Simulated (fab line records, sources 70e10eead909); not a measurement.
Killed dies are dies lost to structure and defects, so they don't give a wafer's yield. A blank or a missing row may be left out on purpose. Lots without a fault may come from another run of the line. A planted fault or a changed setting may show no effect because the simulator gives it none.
Problem report in the 8D (eight disciplines) form, filled by code | flow nand_harc | the parts of the form that need people (team, actions taken, sign-off) are left out

1. THE PROBLEM
killed_at_array at NHARC_END_SORT_01 reads a mean of 85 on 6 wafers of 2 lots; wafers without a fault read 27 with a standard deviation of 9.3. That is +6.3 standard deviations from the usual mean.
First seen on wafer L201.3, day 24 06:12, on prober-01. The record holds 12 wafers of 4 lots with a number at this step. Rule for "out", or "out of limits": more than 4 standard deviations from the usual mean. The other wafers with a number count as sound.

2. WHAT IT IS AND WHAT IT IS NOT
question                    | is                           | is not
which readings at this step | killed_at_array, killed_dies | killed_at_periphery, killed_open, killed_short
which lots                  | L201, L204                   | L192, L203
which wafers of those lots  | all that have a number       | -
read on which gauges        | prober-01, prober-02         | -
when                        | from day 24 06:12            | up to then (3 sound wafers); but 3 sound wafers of L203 came after

3. SUSPECTS, AND WHAT RULES EACH OUT
Counting: a tool at a process step up to the reading stays a suspect if it ran every lot that is out and no sound lot after the first of them.
- the gauge at NHARC_END_SORT_01: ruled out. The wafers that are out were read on 2 gauges (prober-01, prober-02).
- pecvd_onon-01 at NHARC_A_ONON_D1_DEP_16 (target thk 1000 nm): kept. It ran every lot that is out, first L201 (day 12 20:26), and no sound lot after that.
Left after counting: pecvd_onon-01 at NHARC_A_ONON_D1_DEP_16.

4. THE CAUSE (what the simulator had put in)
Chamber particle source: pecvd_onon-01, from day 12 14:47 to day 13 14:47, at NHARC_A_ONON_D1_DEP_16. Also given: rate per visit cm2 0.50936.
Counting left only this tool.

5. THE CHAIN OF EFFECTS, in route order
Each row: a reading whose mean over the struck wafers that have a number lies more than 3 standard deviations from the usual. Only readings for which the record gives a usual standard deviation are gone through. hours: the time from each lot's start at the first step in this table that gives one to its start at this step, as a median over the lots. sigmas: the change in usual standard deviations.
hours | step              | reading         | usual | on struck wafers | change | sigmas
0     | NHARC_END_SORT_01 | killed_at_array | 27    | 85               | +58    | +6.3
0     | NHARC_END_SORT_01 | killed_dies     | 31    | 90               | +59    | +6.1

6. WHAT WOULD HAVE CAUGHT IT SOONER
In this record the first reading out of limits at a measuring or inspecting step was taken at day 24 06:12, 279 hours after the fault began at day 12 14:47.
All the lots that are out (2) had begun NHARC_A_ONON_D1_DEP_16 on pecvd_onon-01 by day 24 06:12. A hold on the tool at that time would have spared none of them.
